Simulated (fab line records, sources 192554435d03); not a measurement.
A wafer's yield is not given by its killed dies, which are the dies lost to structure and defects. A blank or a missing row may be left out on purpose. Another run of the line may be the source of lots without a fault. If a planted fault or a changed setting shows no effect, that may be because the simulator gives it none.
Which tool was responsible?	flow n5_finfet	31 wafers from 11 lots sampled at 2 of the route's 1938 steps

WHAT EACH GAUGE READ, for each wafer
N5_BEOL_M7_CD_MEAS_11: the cd target is 38.5 nm.
lot	measured	on	cd_nm (nm)
L548	day 8 20:54	cd_sem-01	39.2 38.0 38.3
L551	day 9 16:52	cd_sem-01	38.3 38.1 38.2
L554	day 10 21:22	cd_sem-01	37.0 37.5 38.1
L556	day 11 06:43	cd_sem-03	37.6 37.8 38.2
L558	day 11 10:04	cd_sem-01	37.7 38.4 38.8
L560	day 12 08:28	cd_sem-01	37.1 37.3 37.6
L561	day 12 15:11	cd_sem-01	38.8 38.5 38.3
L559	day 12 15:21	cd_sem-01	39.0 38.7 38.5
L565	day 14 00:50	cd_sem-02	40.1 38.4
L568	day 14 13:04	cd_sem-03	38.1 38.0
L570	day 15 03:43	cd_sem-02	39.0 39.2 39.2

WHICH TOOL RAN EACH LOT (tool, then ch and the chambers of the sampled wafers, then the start)
lot	N5_BEOL_M6_DEP_56
L548	pecvd-04 ch 0,2, day 8 18:36
L551	pecvd-03 ch 0,1,2, day 9 14:25
L554	pecvd-04 ch 0,1, day 10 19:12
L556	pecvd-04 ch 1,2, day 11 04:43
L558	pecvd-04 ch 0,1,2, day 11 07:29
L560	pecvd-04 ch 1,2, day 12 06:24
L561	pecvd-04 ch 1,2, day 12 13:04
L559	pecvd-03 ch 1,2, day 12 13:31
L565	pecvd-01 ch 0, day 13 21:26
L568	pecvd-04 ch 0,2, day 14 10:28
L570	pecvd-03 ch 1,2, day 15 01:21
- N5_BEOL_M6_DEP_56: deposits SiCN from 3MS/NH3, target thk 10 nm, time 17.5 s.

THE ANSWER, worked out from the rows above alone
Rule: usual is defined by the lots themselves. The widest of any qualifying gaps counts: lots, ordered by their means at a reading, are off when they make up no more than a third of the lots, leave a main group of 4 or more, and stand apart from it by 3 or more times the standard deviation of that group's means. A main group is skipped when, at the precision printed for the reading in the tables above, its means are all equal. Also off: a lot with no number at a reading for which 4 or more lots have one. The other lots that the step has rows for count as sound.
Nothing can be told from this: no lot is off at any reading shown.

WHAT THE SIMULATOR HAD INSERTED
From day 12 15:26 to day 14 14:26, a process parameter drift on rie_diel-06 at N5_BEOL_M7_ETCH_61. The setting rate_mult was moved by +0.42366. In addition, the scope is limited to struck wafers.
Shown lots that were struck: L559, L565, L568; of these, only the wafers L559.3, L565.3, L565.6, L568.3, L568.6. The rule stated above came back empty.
